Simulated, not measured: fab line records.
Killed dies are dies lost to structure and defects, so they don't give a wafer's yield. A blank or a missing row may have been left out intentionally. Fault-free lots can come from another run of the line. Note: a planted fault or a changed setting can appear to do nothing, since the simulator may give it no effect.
A lot that was struck, set against a sound lot -- flow n5_finfet -- 38 out of 1938 route steps
Sound: these wafers, L975.3, L975.4, L975.5. Struck: wafers L988.1, L988.5 (left out: L988.4, a lot-mate that was not struck); the cause follows at the end.
For every step that has rows: the tool of each side, followed by ch and its chambers, followed by its first start. Under that, the readings that differ: sound wafers -- struck wafers -- difference of the means -- sigmas: that difference in standard deviations of wafers without a fault.
alike: same words and numbers on both sides, and readings whose means sit less than 2 such deviations apart. not compared: any withheld reading, any reading some wafer has no value for, any bound like >300 that may hide the same value, and any number with overlapping values for which the record gives no deviation.
A row with sigmas, a row that says differs or no value, or rows on one side alone: a step with any of these is where the two part. When numbers do not overlap yet have no deviation, they are printed without sigmas and do not part them. A reading missing from all wafers of one side parts the sides only when that side holds two or more wafers.

first, 11 steps without rows for these wafers: N5_BEOL_M6_CURE_75 (cures SiCOH lowk, time 120 s); N5_BEOL_M6_DEGAS_44 (time 60 s); N5_BEOL_M6_PRE_CLEAN_45 (time 30 s); N5_BEOL_M6_ALD_77 (deposits TaN, target thk 2 nm, pulse time 2 s, purge time 3 s); N5_BEOL_M6_SURFACE_TREAT_79; N5_BEOL_M6_CVD_78 (deposits Co from CCTBA/H2, target thk 2 nm, time 142.3 s); N5_BEOL_M6_SPUTTER_48 (material Cu, target thk 10 nm, time 1.667 s); N5_BEOL_M6_ECD_50 (material Cu, target thk 300 nm); N5_BEOL_M6_ANNEAL_51 (time 90 s); N5_BEOL_M6_CMP_52 (polishes, stops on SiCOH lowk, t overpolish 6.9 s, target thk 80 nm); N5_BEOL_M6_PRE_CLEAN_55 (time 15 s).
N5_BEOL_M6_DEP_56: deposits SiCN from 3MS/NH3, target thk 10 nm, time 17.5 s.
  sound on pecvd-03 ch 0,1, day 9 23:02; struck on pecvd-03 ch 1, day 15 23:12
  alike: chamber_pressure_Torr, showerhead_plenum_p_Torr, throttle_valve_pct
N5_BEOL_M6_INSPECT_58: inspects for defects (darkfield).
  sound on defect_inspect-01 at day 9 23:08; struck on defect_inspect-02 at day 15 23:17
reading,sound,struck,difference,sigmas
raw_defect_count,76 71 69,609 602,+534,+21
then, 12 steps without rows for these wafers: N5_BEOL_M7_ILD_DEP_00 (deposits SiCOH lowk from DEMS/porogen, target thk 179.75 nm, time 33.4 s); N5_BEOL_M7_CURE_74 (cures SiCOH lowk, time 240 s); N5_BEOL_M7_PECVD_70 (deposits SiO2 from TEOS/O2, target thk 20 nm, time 22.7 s); N5_BEOL_M7_HM_DEP_02 (deposits TiN, target thk 20 nm); N5_BEOL_M7_COAT_59 (time 60 s, resist thk 100 nm); N5_BEOL_M7_COAT_60 (time 60 s, resist thk 35 nm); N5_BEOL_M7_COAT_05 (resist thk 90 nm); N5_BEOL_M7_EBR_07; N5_BEOL_M7_SOFTBAKE_06 (time 60 s); N5_BEOL_M7_EXPOSE_08 (exposes mask M7); N5_BEOL_M7_PEB_09 (peb time 60 s); N5_BEOL_M7_DEVELOP_10 (develop time 30 s).
N5_BEOL_M7_INSPECT_13: inspects for defects (brightfield).
  sound on defect_inspect-02 at day 10 01:16; struck on defect_inspect-02 at day 16 01:37
reading,sound,struck,difference,sigmas
raw_defect_count,365 514 295,904 1005,+563,+6
then, 10 steps without rows for these wafers: N5_BEOL_M7_DESCUM_16 (chemistry O2, time 7.9 s); N5_BEOL_M7_ETCH_61 (etches SiARC in CF4, target depth 45.5 nm, time 75.8 s); N5_BEOL_M7_ETCH_62 (etches SOC in N2/H2, target depth 110 nm, overetch 22 nm, time 165 s); N5_BEOL_M7_STRIP_68 (strips in N2/H2); N5_BEOL_M7_STRIP_67 (strips in CF4); N5_BEOL_M7_HM_OPEN_17 (chemistry Cl2/BCl3, target TiN, target depth 20 nm, overetch 6 nm); N5_BEOL_M7_STRIP_19 (strips in O2); N5_BEOL_M7_COAT_63 (time 60 s, resist thk 60 nm); N5_BEOL_M7_COAT_64 (time 60 s, resist thk 12 nm); N5_BEOL_M7_COAT_71 (time 60 s, resist thk 5 nm).
N5_BEOL_M7_INSPECT_30: inspects for defects (brightfield).
  sound on defect_inspect-02 at day 10 04:56; struck on defect_inspect-02 at day 16 04:16
reading,sound,struck,difference,sigmas
raw_defect_count,380 507 298,941 974,+562,+6
-- here the record skips 4 days between the struck wafers' starts before and after, leaving off in module BEOL_M7 and picking up in module PASSIVATION (first step shown: number 1936 of the route) --
N5_PASSIVATION_PROBE_49:
  only the struck wafers here have rows in the record (prober-02, day 19 17:49); the sound ones have none

== WHERE THEY PART ==
First at N5_BEOL_M6_INSPECT_58; last, within this record, at N5_PASSIVATION_PROBE_49.

WHY: the cause the simulator had injected
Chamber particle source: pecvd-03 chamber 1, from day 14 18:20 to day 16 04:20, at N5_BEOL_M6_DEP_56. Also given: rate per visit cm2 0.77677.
